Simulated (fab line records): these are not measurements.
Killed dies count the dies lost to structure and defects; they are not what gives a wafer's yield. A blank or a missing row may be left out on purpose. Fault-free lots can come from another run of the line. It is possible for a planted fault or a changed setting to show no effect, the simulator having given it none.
The tool behind it: which one? ; flow n5Finfet ; 27 wafers from 9 lots sampled at 3 of the route's 1938 steps

## WHAT EACH GAUGE READ, for each wafer
N5_BEOL_M0_SAQP_CD_MEAS_40: target cd 30 nm.
lot;measured;on;cdNm (nm)
L075;day 5 21:12;cdSem-01;29.88 29.83 29.77
L077;day 6 15:59;cdSem-02;30.68 30.20 30.26
L080;day 7 18:35;cdSem-01;29.99 30.48 29.94
L083;day 7 23:32;cdSem-02;29.97 30.12 30.25
L085;day 8 13:52;cdSem-02;30.13 30.28 29.91
L088;day 9 10:05;cdSem-02;30.39 30.34 30.14
L092;day 10 04:32;cdSem-01;30.11 29.65 29.70
L095;day 11 04:41;cdSem-01;29.48 29.76 29.75
L097;day 11 15:26;cdSem-02;30.12 29.82 30.47

## WHAT TOOL EACH LOT RAN ON (gives the tool, then ch and the chambers of the sampled wafers, and finally the start)
lot;N5_BEOL_M0_SAQP_SPACER2_ETCHBACK_27;N5_BEOL_M0_SAQP_MANDREL2_REMOVE_110
L075;rieDiel-05 ch 1,2,3, day 5 20:41;rieSi-04 ch 0,1,3, day 5 20:47
L077;rieDiel-05 ch 0,1,3, day 6 15:28;rieSi-02 ch 0,1,3, day 6 15:34
L080;rieDiel-05 ch 1,2,3, day 7 18:05;rieSi-04 ch 0,2,3, day 7 18:10
L083;rieDiel-06 ch 0,2,3, day 7 23:01;rieSi-02 ch 0,1,2, day 7 23:07
L085;rieDiel-01 ch 1,3, day 8 13:20;rieSi-02 ch 2,3, day 8 13:26
L088;rieDiel-06 ch 2,3, day 9 09:35;rieSi-04 ch 1,2,3, day 9 09:40
L092;rieDiel-01 ch 1,3, day 10 04:02;rieSi-02 ch 1,2, day 10 04:07
L095;rieDiel-05 ch 0,1,3, day 11 04:11;rieSi-06 ch 0,2, day 11 04:17
L097;rieDiel-01 ch 0,1,2, day 11 14:56;rieSi-04 ch 0,1,3, day 11 15:01
- N5_BEOL_M0_SAQP_SPACER2_ETCHBACK_27: etches SiO2 in CHF3/O2, target depth 22.5 nm, time 11.25 s.
- N5_BEOL_M0_SAQP_MANDREL2_REMOVE_110: chemistry HBr/Cl2/O2, target a-Si, stops on SiCN, bt time 10 s.

## THE ANSWER, worked out from the rows above alone
Rule: what is usual is taken from the lots themselves. Put in order of their means at a reading, lots are off if they are a third of the lots or fewer, leave a main group of 4 or more, and stand apart from it by a gap of 3 or more times the standard deviation of the main group's means; of several such gaps the widest counts. If all means in a main group match to the digits the tables above print for the reading, that group is not used. Also off: a lot with no number at a reading for which 4 or more lots have one. Where the step has rows for the other lots, those lots are counted as sound.
No lot is off at any reading shown: from this, nothing can be told.

## WHAT WAS PUT IN BY THE SIMULATOR
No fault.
